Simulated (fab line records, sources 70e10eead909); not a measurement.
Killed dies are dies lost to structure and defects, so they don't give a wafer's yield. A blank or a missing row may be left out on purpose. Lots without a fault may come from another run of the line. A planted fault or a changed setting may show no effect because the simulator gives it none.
Tool commonality check | flow nand_harc | 13 lots, 39 wafers sampled

WHY IT WAS OPENED
At NHARC_A_ONON_D1_THK_MEAS_24 the reading thk_nm is flagged on 2 of 13 lots. Wafers without a fault read 999 nm, standard deviation 11.
Rule: a lot is flagged when every wafer of it that has a number lies more than 4 standard deviations from that mean, or none has a number. The other lots count as sound.

lot  | measured     | on            | thk_nm (nm), wafer by wafer | flag
L840 | day 7 20:17  | film_metro-02 | 988 989 987                 |
L842 | day 8 21:17  | film_metro-02 | 1005 1004 1003              |
L844 | day 8 21:38  | film_metro-01 | 1019 1018 1017              |
L849 | day 10 09:39 | film_metro-02 | 702 700 701                 | FLAGGED
L852 | day 11 03:08 | film_metro-02 | 669 666 668                 | FLAGGED
L855 | day 11 16:29 | film_metro-01 | 989 989 990                 |
L854 | day 11 16:38 | film_metro-01 | 991 989 990                 |
L857 | day 12 01:00 | film_metro-02 | 992 994 994                 |
L856 | day 12 01:01 | film_metro-01 | 991 993 991                 |
L859 | day 12 11:48 | film_metro-02 | 1000 1000 1001              |
L860 | day 12 18:03 | film_metro-02 | 999 998 998                 |
L862 | day 13 05:01 | film_metro-02 | 1021 1018 1020              |
L863 | day 14 07:41 | film_metro-01 | 996 996 996                 |
The numbers of the flagged lots are 684 nm on average: -315 nm against the usual, or -29 standard deviations.

WHICH TOOL RAN EACH LOT
The record holds 2 process steps before the reading, out of a route of 1159 steps. In each cell: the tool, then ch and the chambers that the sampled wafers went through, then the start.
lot  | flag    | NHARC_P_BONDPAD_ETCH_12                       | NHARC_A_ONON_D1_DEP_22
L840 |         | rie_diel-11 ch 1,2, day 6 06:41 or earlier    | pecvd_onon-02 ch 0, day 7 19:46
L842 |         | rie_diel-11 ch 0,2,3, day 7 07:50 or earlier  | pecvd_onon-01 ch 0, day 8 20:53
L844 |         | rie_diel-11 ch 0,1,3, day 7 10:46 or earlier  | pecvd_onon-01 ch 0, day 8 21:08
L849 | FLAGGED | rie_diel-11 ch 0,1, day 8 23:07 or earlier    | pecvd_onon-01 ch 0, day 10 09:08
L852 | FLAGGED | rie_diel-11 ch 0,1, day 9 16:59 or earlier    | pecvd_onon-01 ch 0, day 11 02:41
L855 |         | rie_diel-13 ch 0,3, day 10 08:29 or earlier   | pecvd_onon-02 ch 0, day 11 15:59
L854 |         | rie_diel-08 ch 0,2,3, day 10 07:53 or earlier | pecvd_onon-04 ch 0, day 11 16:14
L857 |         | rie_diel-11 ch 1,2,3, day 10 15:43 or earlier | pecvd_onon-02 ch 0, day 12 00:36
L856 |         | rie_diel-13 ch 1,2,3, day 10 13:11 or earlier | pecvd_onon-04 ch 0, day 12 00:31
L859 |         | rie_diel-11 ch 0,1,3, day 11 00:48 or earlier | pecvd_onon-04 ch 0, day 12 11:20
L860 |         | rie_diel-11 ch 0,2,3, day 11 06:57 or earlier | pecvd_onon-04 ch 0, day 12 17:32
L862 |         | rie_diel-11 ch 0,1, day 11 18:20 or earlier   | pecvd_onon-04 ch 0, day 13 04:30
L863 |         | rie_diel-11 ch 0,2,3, day 12 20:48 or earlier | pecvd_onon-01 ch 0, day 14 07:10
What these steps do:
- NHARC_P_BONDPAD_ETCH_12: etches the open film in CHF3/O2, target depth 200 nm, time 100 s.
- NHARC_A_ONON_D1_DEP_22: target thk 1000 nm.
- NHARC_A_ONON_D1_THK_MEAS_24: measures by ellipsometry.

FLAGGED OVER TOTAL, TOOL BY TOOL (the gauges that took the reading come last)
step                        | tool          | lots run | flagged | share of the flagged lots | sound lots run after its first flagged lot
NHARC_P_BONDPAD_ETCH_12     | rie_diel-08   | 1        | 0       | none                      | -
NHARC_P_BONDPAD_ETCH_12     | rie_diel-11   | 10       | 2       | all                       | 5 (L857,L859,L860,L862,L863)
NHARC_P_BONDPAD_ETCH_12     | rie_diel-13   | 2        | 0       | none                      | -
NHARC_A_ONON_D1_DEP_22      | pecvd_onon-01 | 5        | 2       | all                       | 1 (L863)
NHARC_A_ONON_D1_DEP_22      | pecvd_onon-02 | 3        | 0       | none                      | -
NHARC_A_ONON_D1_DEP_22      | pecvd_onon-04 | 5        | 0       | none                      | -
NHARC_A_ONON_D1_THK_MEAS_24 | film_metro-01 | 5        | 0       | none                      | -
NHARC_A_ONON_D1_THK_MEAS_24 | film_metro-02 | 8        | 2       | all                       | 4 (L857,L859,L860,L862)
NHARC_P_BONDPAD_ETCH_12 gives no start for some lots, so the hours and the order of its lots are those of NHARC_A_START_INSPECT_01.

WHAT THE TABLE ALLOWS
3 rows of the table ran every flagged lot: rie_diel-11 at NHARC_P_BONDPAD_ETCH_12, pecvd_onon-01 at NHARC_A_ONON_D1_DEP_22, film_metro-02 at NHARC_A_ONON_D1_THK_MEAS_24.
- rie_diel-11 at NHARC_P_BONDPAD_ETCH_12: 2 of its 10 lots flagged. Sound lots ran on it after the first flagged one (L857, L859, L860, L862, L863), which a lasting fault on the whole tool wouldn't allow.
- pecvd_onon-01 at NHARC_A_ONON_D1_DEP_22: 2 of its 5 lots flagged. Sound lots ran on it after the first flagged one (L863), which a lasting fault on the whole tool wouldn't allow.
- film_metro-02 at NHARC_A_ONON_D1_THK_MEAS_24: 2 of its 8 lots flagged. Sound lots ran on it after the first flagged one (L857, L859, L860, L862), which a lasting fault on the whole tool wouldn't allow.
No row of the table ran every flagged lot and no sound lot after the first.

WHAT THE SIMULATOR HAD PUT IN
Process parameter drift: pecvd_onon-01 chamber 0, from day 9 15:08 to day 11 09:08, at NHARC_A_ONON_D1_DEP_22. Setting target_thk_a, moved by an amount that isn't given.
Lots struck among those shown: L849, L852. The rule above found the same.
